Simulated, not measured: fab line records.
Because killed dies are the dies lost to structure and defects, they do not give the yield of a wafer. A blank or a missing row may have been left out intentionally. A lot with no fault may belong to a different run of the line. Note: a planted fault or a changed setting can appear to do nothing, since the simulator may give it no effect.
Chamber matching | flow n5-finfet | 4 sister chambers for N5_BEOL_M3_ETCH_69 on rie-diel-02
The step etches SiARC in CF4, target depth 15.6 nm, time 26 s. 14 wafers are shown with their chamber, then 7 later ones without.

== WAFERS PAIRED WITH THEIR CHAMBERS ==
wafer  | chamber | showerhead-plenum-p-Torr (Torr) | drypump-motor-current-A (A) | throttle-valve-pct (%)
L076.1 | 0       | 2.14                            | 5.1                         | 15.60
L076.2 | 2       | 2.10                            | 5.9                         | 15.63
L076.4 | 3       | 2.22                            | 5.5                         | 15.55
L078.2 | 0       | 2.14                            | 5.1                         | 15.61
L078.3 | 1       | 2.07                            | 6.0                         | 15.40
L078.5 | 0       | 2.14                            | 5.1                         | 15.60
L079.1 | 0       | 2.14                            | 5.0                         | 15.61
L079.2 | 1       | 2.07                            | 6.0                         | 15.39
L079.6 | 1       | 2.07                            | 6.0                         | 15.38
L081.2 | 0       | 2.14                            | 5.1                         | 15.64
L081.3 | 3       | 2.21                            | 5.4                         | 15.56
L081.6 | 3       | 2.21                            | 5.5                         | 15.57
L087.1 | 0       | 2.13                            | 5.0                         | 15.65
L087.4 | 1       | 2.06                            | 6.0                         | 15.40

SIGNATURES (averages over the wafers above)
reading                  | chamber 0 | chamber 1 | chamber 2 | chamber 3 | scatter within a chamber
showerhead-plenum-p-Torr | 2.1383    | 2.0675    | 2.1000    | 2.2133    | 0.00474
drypump-motor-current-A  | 5.067     | 6.000     | 5.900     | 5.467     | 0.0447
throttle-valve-pct       | 15.6183   | 15.3925   | 15.6300   | 15.5600   | 0.0166
Rule: for each reading, subtract the chamber's mean from the wafer's reading, divide by that reading's scatter and square the result; add these up over the readings and take the root, which gives the wafer's distance from the chamber. The wafer belongs to the nearest chamber; if the next one is less than 2 further off, it can't be placed. The scatter: the root of (the sum of the squares of (reading less its chamber's mean) over the shown wafers, divided by (wafers less chambers)).

== WAFERS WITH NO CHAMBER GIVEN ==
wafer  | showerhead-plenum-p-Torr (Torr) | drypump-motor-current-A (A) | throttle-valve-pct (%)
L087.5 | 2.06                            | 6.0                         | 15.42
L088.1 | 2.06                            | 6.0                         | 15.39
L088.3 | 2.13                            | 5.0                         | 15.63
L088.6 | 2.13                            | 5.0                         | 15.65
L092.2 | 2.09                            | 5.9                         | 15.65
L092.4 | 2.06                            | 6.0                         | 15.42
L092.5 | 2.13                            | 5.0                         | 15.66

== THE CHAMBER EACH PASSED THROUGH ==
wafer  | from the rows above | in truth
L087.5 | 1                   | 1
L088.1 | 1                   | 1
L088.3 | 0                   | 0
L088.6 | 0                   | 0
L092.2 | 2                   | 2
L092.4 | 1                   | 1
L092.5 | 0                   | 0
Correct placement for 7 of the 7. Can't be placed from these rows: 0. Wrongly placed: 0.
